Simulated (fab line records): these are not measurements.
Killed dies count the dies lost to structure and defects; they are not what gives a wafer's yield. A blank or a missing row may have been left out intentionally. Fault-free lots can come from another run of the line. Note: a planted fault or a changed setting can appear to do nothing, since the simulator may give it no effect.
What tool caused it? | flow nand harc | 14 lots, 42 wafers sampled, at 5 steps of a route of 1302

## WHAT THE GAUGES SHOWED, per wafer
NHARC_END_SORT_01.
lot  | measured     | on        | killed at array | killed at other | killed at periphery | killed dies | killed open | killed short
L246 | day 30 08:51 | prober-01 | 135 133 141     | 0 0 1           | 2 2 1               | 137 135 143 | 9 3 3       | 3 3 2
L247 | day 30 17:21 | prober-01 | 146 149 149     | 1 1 1           | 2 2 3               | 149 152 153 | 1 4 5       | 3 3 3

## EACH LOT AND THE TOOL THAT RAN IT (in order: tool; ch and the chambers of the sampled wafers; start)
lot  | NHARC_A_CONTACT_ETCH_138             | NHARC_THIN_TSV_DEP_43           | NHARC_THIN_TSV_ETCH_15           | NHARC_THIN_TSV_PRE_CLEAN_50
L233 | har cap etch-03 ch 0,1, day 22 20:26 | pecvd-01 ch 0,2, day 24 05:17   | rie si-02 ch 0,1,2, day 24 06:57 | pvd sputter-02, no start
L234 | har cap etch-02 ch 0,1, day 23 02:08 | pecvd-04 ch 0,1,2, day 24 09:07 | rie si-02 ch 0,3, day 24 10:38   | pvd sputter-02, no start
L235 | har cap etch-02 ch 0,1, day 23 18:20 | pecvd-02 ch 1,2, day 24 23:29   | rie si-06 ch 0,1,3, day 25 01:10 | pvd sputter-02, no start
L238 | har cap etch-03 ch 0,1, day 24 12:25 | pecvd-01 ch 0,1,2, day 25 19:25 | rie si-04 ch 0,1, day 25 21:04   | pvd sputter-03, no start
L239 | har cap etch-01 ch 0,1, day 25 12:46 | pecvd-02 ch 0,1,2, day 26 20:26 | rie si-06 ch 0,1,2, day 26 22:05 | pvd sputter-01, no start
L240 | har cap etch-02 ch 0,1, day 25 13:07 | pecvd-04 ch 1,2, day 26 19:14   | rie si-06 ch 1,2,3, day 26 20:46 | pvd sputter-02, no start
L242 | har cap etch-02 ch 0,1, day 26 07:59 | pecvd-01 ch 0,1, day 27 15:35   | rie si-02 ch 1,2,3, day 27 17:10 | pvd sputter-01, no start
L244 | har cap etch-01 ch 1, day 26 19:37   | pecvd-02 ch 0,1,2, day 28 03:39 | rie si-06 ch 0,1,3, day 28 05:26 | pvd sputter-03, no start
L243 | har cap etch-03 ch 0,1, day 26 21:21 | pecvd-04 ch 0,1,2, day 28 02:40 | rie si-04 ch 0,1, day 28 04:26   | pvd sputter-03, no start
L245 | har cap etch-03 ch 0,1, day 27 11:10 | pecvd-04 ch 0,1,2, day 28 18:23 | rie si-04 ch 0,2,3, day 28 20:04 | pvd sputter-03, no start
L246 | har cap etch-03 ch 0,1, day 28 08:31 | pecvd-01 ch 0,1,2, day 29 15:35 | rie si-04 ch 0,2,3, day 29 17:02 | pvd sputter-01, day 30 08:51 or earlier
L248 | har cap etch-02 ch 0,1, day 28 15:05 | pecvd-02 ch 0,1, day 29 23:35   | rie si-06 ch 0,2,3, day 30 01:05 | pvd sputter-01, no start
L247 | har cap etch-03 ch 0,1, day 28 17:05 | pecvd-04 ch 1,2, day 29 22:21   | rie si-02 ch 1,2,3, day 30 00:01 | pvd sputter-01, day 30 17:21 or earlier
L256 | har cap etch-03 ch 0,1, day 31 18:36 | pecvd-04 ch 0,2, day 33 03:51   | rie si-06 ch 1,2,3, day 33 05:31 | pvd sputter-02, no start
- NHARC_A_CONTACT_ETCH_138: etches the open film in C4F8/O2/Ar, time 311 s, target depth 1914 nm.
- NHARC_THIN_TSV_DEP_43: deposits SiO2, target thk 1328.5 nm.
- NHARC_THIN_TSV_ETCH_15: target depth 3000 nm, bosch target overetch cycles 2, bosch etch step 2.8 s.
- NHARC_THIN_TSV_PRE_CLEAN_50: time 30 s.

## AS READ BY THE TOOLS THEMSELVES (means over the sampled wafers that have a number; for cases with no such wafer, the mark the record gives instead)
NHARC_A_CONTACT_ETCH_138.
lot  | tool            | oes air line au (a.u.)
L233 | har cap etch-03 | 1.000
L234 | har cap etch-02 | 1.005
L235 | har cap etch-02 | 0.985
L238 | har cap etch-03 | 0.990
L239 | har cap etch-01 | 1.005
L240 | har cap etch-02 | 0.982
L242 | har cap etch-02 | 0.987
L244 | har cap etch-01 | 0.990
L243 | har cap etch-03 | 1.014
L245 | har cap etch-03 | 0.999
L246 | har cap etch-03 | 0.975
L248 | har cap etch-02 | 1.005
L247 | har cap etch-03 | 0.989
L256 | har cap etch-03 | 1.004

NHARC_THIN_TSV_DEP_43.
lot  | tool     | throttle valve pct (%)
L233 | pecvd-01 | 16.2
L234 | pecvd-04 | 16.3
L235 | pecvd-02 | 16.6
L238 | pecvd-01 | 16.1
L239 | pecvd-02 | 16.1
L240 | pecvd-04 | 16.3
L242 | pecvd-01 | 16.6
L244 | pecvd-02 | 16.0
L243 | pecvd-04 | 16.0
L245 | pecvd-04 | 16.0
L246 | pecvd-01 | 15.6
L248 | pecvd-02 | 16.1
L247 | pecvd-04 | 16.0
L256 | pecvd-04 | 16.2

NHARC_THIN_TSV_ETCH_15.
lot  | tool      | drypump motor current A (A)
L233 | rie si-02 | 5.8
L234 | rie si-02 | 5.7
L235 | rie si-06 | 5.7
L238 | rie si-04 | 6.4
L239 | rie si-06 | 5.8
L240 | rie si-06 | 5.6
L242 | rie si-02 | 5.8
L244 | rie si-06 | 5.7
L243 | rie si-04 | 6.1
L245 | rie si-04 | 6.2
L246 | rie si-04 | 6.2
L248 | rie si-06 | 5.3
L247 | rie si-02 | 5.8
L256 | rie si-06 | 5.7

NHARC_THIN_TSV_PRE_CLEAN_50.
lot  | tool           | heater power w (W)
L233 | pvd sputter-02 | 374
L234 | pvd sputter-02 | 372
L235 | pvd sputter-02 | 373
L238 | pvd sputter-03 | 361
L239 | pvd sputter-01 | 418
L240 | pvd sputter-02 | 364
L242 | pvd sputter-01 | 432
L244 | pvd sputter-03 | 405
L243 | pvd sputter-03 | 376
L245 | pvd sputter-03 | 420
L246 | pvd sputter-01 | 424
L248 | pvd sputter-01 | 398
L247 | pvd sputter-01 | 428
L256 | pvd sputter-02 | 374

## THE ANSWER, worked out from the rows above alone
Rule: the usual values come from the lots themselves. Put in order of their means at a reading, lots are off if they are a third of the lots or fewer, leave a main group of 4 or more, and stand apart from it by a gap of 3 or more times the standard deviation of the main group's means; of several such gaps the widest counts. A main group whose means are all the same, to the digits that the tables above print for the reading, isn't used. A lot without any number at a reading at which 4 lots or more have one is off too. All remaining lots with rows at the step are treated as sound. After the gauges, taken in route order, come the tools' own readings; for these a lot's mean is taken, as printed above. At the first step where some lot is off, the reading lying furthest off is the one used; lots without a number count as furthest.
None of the lots is off at any reading shown; this tells nothing.

## WHAT THE SIMULATOR HAD PUT IN
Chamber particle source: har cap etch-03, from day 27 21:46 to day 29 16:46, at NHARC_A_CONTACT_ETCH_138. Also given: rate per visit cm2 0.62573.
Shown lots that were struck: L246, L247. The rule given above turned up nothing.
